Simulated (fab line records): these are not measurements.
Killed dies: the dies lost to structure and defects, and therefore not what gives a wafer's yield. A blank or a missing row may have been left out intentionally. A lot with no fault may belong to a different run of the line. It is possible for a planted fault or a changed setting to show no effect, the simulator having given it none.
Which tool did it? | flow nand harc | Sampling: 12 lots, 36 wafers, 4 of 1159 route steps

## WHAT THE GAUGES READ, wafer by wafer
NHARC_P_CONTACT_CD_MEAS_12: the cd target is 90 nm. Usual: cd nm reads 89.9 nm (standard deviation 0.57).
lot  | measured     | on        | cd nm (nm)     | flag
L145 | day 5 23:14  | cd sem-02 | 90.3 89.6 89.1 |
L149 | day 6 12:53  | cd sem-02 | 89.6 89.9 90.4 |
L148 | day 6 13:36  | cd sem-01 | 90.1 90.4 90.7 |
L150 | day 7 01:06  | cd sem-02 | 89.2 89.2 89.1 |
L152 | day 7 11:40  | cd sem-01 | 85.9 86.0 85.5 | OFF
L154 | day 7 23:31  | cd sem-03 | 89.7 89.4 88.7 |
L161 | day 9 16:58  | cd sem-03 | 89.5 90.1 90.7 |
L160 | day 9 17:35  | cd sem-02 | 89.9 90.0 89.7 |
L163 | day 10 04:57 | cd sem-01 | 90.3 89.6 90.0 |
L162 | day 10 05:11 | cd sem-01 | 91.1 90.6 90.1 |
L167 | day 11 02:49 | cd sem-03 | 89.9 90.1 91.3 |
L166 | day 11 11:27 | cd sem-02 | 89.2 89.7 90.2 |

## TOOL THAT RAN EACH LOT (tool first, then ch and the chambers of the sampled wafers, then the start)
lot  | NHARC_P_GATE_DESCUM_93             | NHARC_P_GATE_STRIP_95                | NHARC_P_CONTACT_EXPOSE_09
L145 | rie diel-08 ch 0,1,2, day 5 17:42  | plasma asher-02 ch 0,1, day 5 18:48  | arfi scanner-02 ch 0, day 5 23:05
L149 | rie diel-04 ch 0,1,3, day 6 08:29  | plasma asher-01 ch 0,1, day 6 09:34  | arfi scanner-02 ch 0, day 6 12:45
L148 | rie diel-04 ch 0,2,3, day 6 08:52  | plasma asher-02 ch 0,1, day 6 10:03  | arfi scanner-03 ch 0, day 6 13:28
L150 | rie diel-08 ch 1,2, day 6 20:13    | plasma asher-02 ch 0,1, day 6 21:19  | arfi scanner-01 ch 0, day 7 00:58
L152 | rie diel-06 ch 1,2, day 7 06:54    | plasma asher-02 ch 0,1, day 7 07:59  | arfi scanner-01 ch 0, day 7 11:32
L154 | rie diel-06 ch 0,2,3, day 7 18:44  | plasma asher-02 ch 0,1, day 7 20:05  | arfi scanner-03 ch 0, day 7 23:23
L161 | rie diel-08 ch 2,3, day 9 12:25    | plasma asher-01 ch 0,1, day 9 13:32  | arfi scanner-02 ch 0, day 9 16:49
L160 | rie diel-06 ch 0,2,3, day 9 13:09  | plasma asher-02 ch 1, day 9 14:15    | arfi scanner-02 ch 0, day 9 17:27
L163 | rie diel-04 ch 0,1,3, day 10 00:24 | plasma asher-02 ch 0,1, day 10 01:28 | arfi scanner-03 ch 0, day 10 04:49
L162 | rie diel-04 ch 1,2, day 10 00:41   | plasma asher-01 ch 0,1, day 10 01:46 | arfi scanner-01 ch 0, day 10 05:04
L167 | rie diel-08 ch 2,3, day 10 22:17   | plasma asher-01 ch 0,1, day 10 23:24 | arfi scanner-01 ch 0, day 11 02:41
L166 | rie diel-08 ch 1,2,3, day 11 06:45 | plasma asher-01 ch 0,1, day 11 07:49 | arfi scanner-01 ch 0, day 11 11:19
- NHARC_P_GATE_DESCUM_93: chemistry O2, time 3 s.
- NHARC_P_GATE_STRIP_95: strips in O2.
- NHARC_P_CONTACT_EXPOSE_09: exposes mask P CA, target cd 90 nm.

## AS READ BY THE TOOLS THEMSELVES (means over the sampled wafers that have a number; for cases with no such wafer, the mark the record gives instead)
NHARC_P_GATE_DESCUM_93. Usual: drypump motor current A 5.8 A, standard deviation 0.39; oes product au 1.001 a.u., standard deviation 0.012; rf vpp V 57.7 V, standard deviation 0.94; showerhead plenum p Torr 1.91 Torr, standard deviation 0.091; throttle valve pct 11.310 %, standard deviation 0.0093.
lot  | tool        | drypump motor current A (A) | oes product au (a.u.) | rf vpp V (V) | showerhead plenum p Torr (Torr) | throttle valve pct (%) | flag
L145 | rie diel-08 | 5.8                         | 1.002                 | 58.0         | 1.93                            | 11.311                 |
L149 | rie diel-04 | 5.7                         | 0.992                 | 58.4         | 1.97                            | 11.317                 |
L148 | rie diel-04 | 5.7                         | 1.007                 | 58.6         | 2.02                            | 11.320                 |
L150 | rie diel-08 | 5.7                         | 0.988                 | 57.6         | 1.93                            | 11.311                 |
L152 | rie diel-06 | 5.9                         | 1.011                 | 57.6         | 1.82                            | 11.315                 |
L154 | rie diel-06 | 5.7                         | 1.005                 | 57.6         | 1.87                            | 11.310                 |
L161 | rie diel-08 | 5.8                         | 0.992                 | 56.9         | 1.90                            | 11.309                 |
L160 | rie diel-06 | 5.7                         | 1.010                 | 57.6         | 1.86                            | 11.306                 |
L163 | rie diel-04 | 5.7                         | 1.001                 | 58.2         | 1.95                            | 11.311                 |
L162 | rie diel-04 | 5.6                         | 0.999                 | 57.3         | 2.00                            | 11.312                 |
L167 | rie diel-08 | 5.3                         | 0.999                 | 58.5         | 1.97                            | 11.311                 |
L166 | rie diel-08 | 5.7                         | 0.992                 | 58.5         | 1.91                            | 11.306                 |

NHARC_P_GATE_STRIP_95. Usual: drypump motor current A 5.77 A, standard deviation 0.049; heater power w 333 W, standard deviation 27.
lot  | tool            | drypump motor current A (A) | heater power w (W) | flag
L145 | plasma asher-02 | 5.78                        | 340                |
L149 | plasma asher-01 | 5.75                        | 350                |
L148 | plasma asher-02 | 5.80                        | 314                |
L150 | plasma asher-02 | 5.78                        | 335                |
L152 | plasma asher-02 | 5.80                        | 315                |
L154 | plasma asher-02 | 5.80                        | 316                |
L161 | plasma asher-01 | 5.75                        | 332                |
L160 | plasma asher-02 | 5.74                        | 361                |
L163 | plasma asher-02 | 5.80                        | 314                |
L162 | plasma asher-01 | 5.75                        | 347                |
L167 | plasma asher-01 | 5.73                        | 337                |
L166 | plasma asher-01 | 5.75                        | 340                |

## THE ANSWER, worked out from the rows above alone
Rule: lot off if the mean of its wafers having a number is beyond 3 standard deviations from the usual mean. Also off: a lot with no number at a reading for which 4 or more lots have one. Where the step has rows for the other lots, those lots are counted as sound. After the gauges, taken in route order, come the tools' own readings; for these a lot's mean is taken, as printed above. The first step at which some lot is off is used, and at that step the reading that is off furthest; a lot without a number counts as furthest.
Off, at NHARC_P_CONTACT_CD_MEAS_12 on cd nm: L152.
A tool fits if, at a process step before that reading, it ran every lot that is off, and no sound lot after the first of them. The gauges at NHARC_P_CONTACT_CD_MEAS_12 are tried like those tools. Of those tried, none fits.

## WHAT HAD BEEN PUT IN BY THE SIMULATOR
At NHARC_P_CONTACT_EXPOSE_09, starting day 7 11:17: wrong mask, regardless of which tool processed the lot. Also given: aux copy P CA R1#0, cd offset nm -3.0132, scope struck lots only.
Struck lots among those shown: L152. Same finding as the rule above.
